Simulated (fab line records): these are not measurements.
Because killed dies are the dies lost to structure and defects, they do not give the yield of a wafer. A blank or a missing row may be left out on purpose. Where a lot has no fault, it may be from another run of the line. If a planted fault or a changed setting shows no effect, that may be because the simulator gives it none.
Split-lot trial + flow n5_finfet + on a route of 1938 steps: 7 lots, 39 wafers read

THE SPLIT ITSELF
At N5_ZERO_LAYER_DEVELOP_10 (develop time 60 s), the setting develop_time_s was moved away from the recipe's 60 s on 15 of the 39 wafers read, by -58.4% to -28.7%. The other wafers ran this setting at the recipe's value.

FROM SPLIT TO READING: 1 step shown by the file between the two
- N5_ZERO_LAYER_HARDBAKE_23: time 120 s

THE READING
At N5_ZERO_LAYER_CD_MEAS_11: cd_nm in nanometres, against a target cd of 2000 nm. On this fab line, fault-free wafers typically give 2001.3 nm with a standard deviation of 2.3 nm.

| wafer  | tool, chamber at the split | develop_time_s as run, s | against the recipe | cd_nm, nm | against lot-mates on the recipe |
|--------|----------------------------|--------------------------|--------------------|-----------|---------------------------------|
| L074.1 | litho_track-03, 0          | 60                       | recipe             | 1999.6    | -                               |
| L074.3 | litho_track-03, 0          | 60                       | recipe             | 1997.5    | -                               |
| L074.6 | litho_track-03, 0          | 60                       | recipe             | 2002.1    | -                               |
| L080.1 | litho_track-03, 0          | 60                       | recipe             | 2001.7    | -                               |
| L080.2 | litho_track-03, 0          | 60                       | recipe             | 1998.9    | -                               |
| L080.3 | litho_track-03, 0          | 60                       | recipe             | 2002.0    | -                               |
| L080.4 | litho_track-03, 0          | 60                       | recipe             | 2001.8    | -                               |
| L080.5 | litho_track-03, 0          | 60                       | recipe             | 2002.1    | -                               |
| L080.6 | litho_track-03, 0          | 60                       | recipe             | 2004.8    | -                               |
| L082.1 | litho_track-03, 0          | 24.98                    | -58.4%             | 1978.9    | -22.2                           |
| L082.2 | litho_track-03, 0          | 24.98                    | -58.4%             | 1980.5    | -20.6                           |
| L082.3 | litho_track-03, 0          | 60                       | recipe             | 2001.0    | -                               |
| L082.4 | litho_track-03, 0          | 24.98                    | -58.4%             | 1982.7    | -18.4                           |
| L082.5 | litho_track-03, 0          | 60                       | recipe             | 2002.6    | -                               |
| L082.6 | litho_track-03, 0          | 60                       | recipe             | 1999.7    | -                               |
| L086.1 | litho_track-04, 0          | 30.99                    | -48.4%             | 1988.9    | -13.0                           |
| L086.2 | litho_track-04, 0          | 60                       | recipe             | 2001.6    | -                               |
| L086.3 | litho_track-04, 0          | 30.99                    | -48.4%             | 1986.3    | -15.6                           |
| L086.4 | litho_track-04, 0          | 60                       | recipe             | 2000.6    | -                               |
| L086.5 | litho_track-04, 0          | 30.99                    | -48.4%             | 1991.2    | -10.7                           |
| L086.6 | litho_track-04, 0          | 60                       | recipe             | 2003.5    | -                               |
| L087.1 | litho_track-05, 0          | 60                       | recipe             | 1999.5    | -                               |
| L087.2 | litho_track-05, 0          | 60                       | recipe             | 2001.5    | -                               |
| L087.3 | litho_track-05, 0          | 60                       | recipe             | 2000.6    | -                               |
| L087.4 | litho_track-05, 0          | 38.62                    | -35.6%             | 1989.0    | -11.5                           |
| L087.5 | litho_track-05, 0          | 38.62                    | -35.6%             | 1987.7    | -12.8                           |
| L087.6 | litho_track-05, 0          | 38.62                    | -35.6%             | 1988.3    | -12.2                           |
| L095.1 | litho_track-03, 0          | 36.67                    | -38.9%             | 1988.0    | -12.2                           |
| L095.2 | litho_track-03, 0          | 60                       | recipe             | 1998.9    | -                               |
| L095.3 | litho_track-03, 0          | 60                       | recipe             | 2000.0    | -                               |
| L095.4 | litho_track-03, 0          | 60                       | recipe             | 2001.7    | -                               |
| L095.5 | litho_track-03, 0          | 36.67                    | -38.9%             | 1992.6    | -7.6                            |
| L095.6 | litho_track-03, 0          | 36.67                    | -38.9%             | 1990.3    | -9.9                            |
| L096.1 | litho_track-05, 0          | 42.78                    | -28.7%             | 1994.2    | -4.7                            |
| L096.2 | litho_track-05, 0          | 60                       | recipe             | 1999.0    | -                               |
| L096.3 | litho_track-05, 0          | 60                       | recipe             | 2001.6    | -                               |
| L096.4 | litho_track-05, 0          | 42.78                    | -28.7%             | 1990.4    | -8.5                            |
| L096.5 | litho_track-05, 0          | 42.78                    | -28.7%             | 1991.8    | -7.1                            |
| L096.6 | litho_track-05, 0          | 60                       | recipe             | 1996.2    | -                               |

THE FIT
A straight line over all 39 wafers: cd_nm changes by +0.306 nm for each +1% of develop_time_s; r = +0.95; the points scatter about the line by 2.2 nm.
The same after taking each lot's own level away (the mean of its wafers on the recipe; 39 wafers): +0.307 nm for each +1%; r = +0.96; scatter 2 nm.
Per that fit: largest develop_time_s move, reading shift of 18 nm.
Measured against the standard deviation above, the lots' own levels, which go from 1998.93 to 2001.90 nm, span 1.3 times it.
So the lot-to-lot level changes the slope little: the two slopes agree.
Check: for one of the wafers moved furthest among these (-58.4%), held out of the fit, the line's prediction against its lot-mates is -17.1 nm. It came out at -22.2 nm against them.

THE WHOLE CHAIN: every reading that the file lists as answering this split, in the file's order
| step                     | what it does             | reading                                                           | change (the file's fit)               | r (the file's) |
|--------------------------|--------------------------|-------------------------------------------------------------------|---------------------------------------|----------------|
| N5_ZERO_LAYER_CD_MEAS_11 | target cd 2000 nm        | cd_nm                                                             | +0.303 nm for each +1% of the setting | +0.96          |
| N5_ZERO_LAYER_DESCUM_16  | chemistry O2, time 7.9 s | ZERO_LAYER.cd_nm (the simulator's own value, which no gauge read) | +0.303 nm for each +1% of the setting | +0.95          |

THE FILE'S OWN FIT
cd_nm changes by +0.303 nm for each +1% of develop_time_s, r = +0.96.
